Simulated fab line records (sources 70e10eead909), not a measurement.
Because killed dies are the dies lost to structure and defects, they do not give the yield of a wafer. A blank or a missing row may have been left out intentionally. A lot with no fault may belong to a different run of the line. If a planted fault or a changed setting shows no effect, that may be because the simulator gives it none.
One fault through the eyes of 3 desks | flow nandHarc | each desk holds nothing but its own numbers, with what lay behind them at the end

== TOOL OWNER'S DESK, wetBench-06 ==
The tool's own readings at NHARC_P_ZERO_WELL_PRECLEAN_68 (cleans in SC1, time 60 s): means of the sampled wafers that have a number, for each lot that ran on this tool. If a lot's mean is further than 4 standard deviations from the usual mean, the lot is out of limits and carries the mark OUT (the distance appears in the brackets).
Columns: A = bathGuardTempC at NHARC_P_ZERO_WELL_PRECLEAN_68, usual 50.1 C; B = h2o2FlowMLMin at NHARC_P_ZERO_WELL_PRECLEAN_68, usual 56.62
lot  | first seen here | A    | B
L938 | day 2 02:20     | 50.0 | 56.52
L939 | day 2 12:16     | 50.1 | 56.81
L940 | day 2 22:21     | 50.1 | 56.63
L943 | day 4 04:52     | 50.0 | 56.55
L946 | day 5 10:31     | 50.1 | 56.70
L953 | day 8 08:31     | 50.1 | 56.56
L954 | day 8 18:31     | 49.9 | 56.60
Finding of this desk: none of the 7 lots has anything out of limits.

== THE DEFECT DESK ==
Lot by lot, what the route's inspections counted, given as the mean of those sampled wafers with a number. If a lot's mean is further than 4 standard deviations from the usual mean, the lot is out of limits and carries the mark OUT (the distance appears in the brackets).
Columns: A = rawDefectCount at NHARC_P_START_INSPECT_01, usual 3.3; B = rawDefectCount at NHARC_P_ZERO_WELL_INSPECT_43, usual 12
lot  | first seen here | A   | B
L938 | day 1 20:02     | 2.7 | 10
L939 | day 2 06:03     | 4.3 | 19
L940 | day 2 16:02     | 5.0 | 9
L943 | day 3 22:02     | 4.0 | 10
L944 | day 4 08:02     | 4.0 | 22
L945 | day 4 18:02     | 3.7 | 8
L946 | day 5 04:02     | 4.0 | 10
L953 | day 8 02:02     | 2.7 | 1453 (+99 or more) OUT
L954 | day 8 12:02     | 2.0 | 1434 (+99 or more) OUT
L958 | day 10 04:02    | 4.3 | 14
L959 | day 10 14:02    | 4.3 | 8
L960 | day 11 00:02    | 2.3 | 11
This desk's verdict: out of limits on L953, L954, starting with L953 at day 8 09:34 (rawDefectCount at NHARC_P_ZERO_WELL_INSPECT_43). L938, L939, L940, L943, L944, L945, L946, L958, L959, L960 stayed within limits.

== THE METROLOGY DESK ==
What the gauges read, lot by lot, whatever tool the lot ran on: means of the sampled wafers that have a number. If a lot's mean is further than 4 standard deviations from the usual mean, the lot is out of limits and carries the mark OUT (the distance appears in the brackets).
Columns: A = cdNm at NHARC_P_ZERO_WELL_CD_MEAS_11, usual 499.5 nm
lot  | first seen here | A
L938 | day 1 21:07     | 502.9
L939 | day 2 07:08     | 497.6
L940 | day 2 17:07     | 498.1
L943 | day 3 23:22     | 498.9
L944 | day 4 09:15     | 496.6
L945 | day 4 19:14     | 502.0
L946 | day 5 05:15     | 499.4
L953 | day 8 03:07     | 498.1
L954 | day 8 13:14     | 499.5
L958 | day 10 05:14    | 500.1
L959 | day 10 15:07    | 499.5
L960 | day 11 01:07    | 500.5
Finding of this desk: none of the 12 lots has anything out of limits.

== ALL TOGETHER ==
The defect desk could have raised an alarm at day 8 09:34, on L953, L954.
The tool owner's desk saw nothing out of limits.
From the metrology desk's view, nothing was out of limits.
Tool owner's desk: L953, L954 on record, inside its limits.
The metrology desk has L953, L954 on record, within its limits.
All the named lots went through NHARC_P_ZERO_WELL_PRECLEAN_68 on wetBench-06.

== WHAT THE SIMULATOR PUT IN ==
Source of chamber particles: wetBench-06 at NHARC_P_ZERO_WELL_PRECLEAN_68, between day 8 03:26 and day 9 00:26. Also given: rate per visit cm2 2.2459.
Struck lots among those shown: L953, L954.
Hours from the fault's start to each desk's first reading out of limits: the defect desk, 6.
